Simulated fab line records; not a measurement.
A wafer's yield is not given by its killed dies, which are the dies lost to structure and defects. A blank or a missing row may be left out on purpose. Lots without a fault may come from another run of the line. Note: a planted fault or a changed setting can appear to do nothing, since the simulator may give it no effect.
Chamber matching || flow n5Finfet || N5_BEOL_M7_CURE_74 on uvCure-01: 3 sister chambers
The step cures SiCOH lowk, time 240 s. 3 wafers are shown with their chamber, then 10 later ones without.

EACH WAFER AND ITS CHAMBER
{"wafer": "L079.6", "chamber": 0, "wafer_temp_C_max": 387.4}
{"wafer": "L080.6", "chamber": 2, "wafer_temp_C_max": 386.9}
{"wafer": "L087.3", "chamber": 1, "wafer_temp_C_max": 386.2}

WAFERS MISSING THEIR CHAMBER
{"wafer": "L087.5", "wafer_temp_C_max": 386.7}
{"wafer": "L091.1", "wafer_temp_C_max": 386.3}
{"wafer": "L091.2", "wafer_temp_C_max": 386.4}
{"wafer": "L091.5", "wafer_temp_C_max": 386.8}
{"wafer": "L094.2", "wafer_temp_C_max": 386.2}
{"wafer": "L094.4", "wafer_temp_C_max": 386.0}
{"wafer": "L094.5", "wafer_temp_C_max": 386.6}
{"wafer": "L097.1", "wafer_temp_C_max": 386.6}
{"wafer": "L097.5", "wafer_temp_C_max": 386.8}
{"wafer": "L097.6", "wafer_temp_C_max": 386.5}

WHICH CHAMBER EACH ONE RAN IN
{"wafer": "L087.5", "from the rows above": "can't be placed: 2 or 1", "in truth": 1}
{"wafer": "L091.1", "from the rows above": 1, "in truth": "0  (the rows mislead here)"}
{"wafer": "L091.2", "from the rows above": "can't be placed: 1 or 2", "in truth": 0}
{"wafer": "L091.5", "from the rows above": 2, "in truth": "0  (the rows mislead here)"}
{"wafer": "L094.2", "from the rows above": 1, "in truth": 1}
{"wafer": "L094.4", "from the rows above": 1, "in truth": 1}
{"wafer": "L094.5", "from the rows above": "can't be placed: 2 or 1", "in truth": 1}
{"wafer": "L097.1", "from the rows above": "can't be placed: 2 or 1", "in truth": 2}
{"wafer": "L097.5", "from the rows above": 2, "in truth": 2}
{"wafer": "L097.6", "from the rows above": "can't be placed: 1 or 2", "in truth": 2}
Correct placement for 3 of the 10. Can't be placed from these rows: 5 (the true chamber is among the candidates in 4). Placed wrongly: 2.
How it was worked out, from the rows above alone: a wafer's distance from a chamber is the root of the sum, over the readings, of the square of ((its reading less the chamber's mean) divided by the reading's scatter). If the next closest chamber is less than 2 further off than the closest, the wafer can't be placed; otherwise it belongs to the closest. A chamber's mean is the mean of its shown wafers. The scatter (one wafer shown for each chamber): square how far every hidden wafer sits from the nearest shown wafer, average those squares and take the square root.
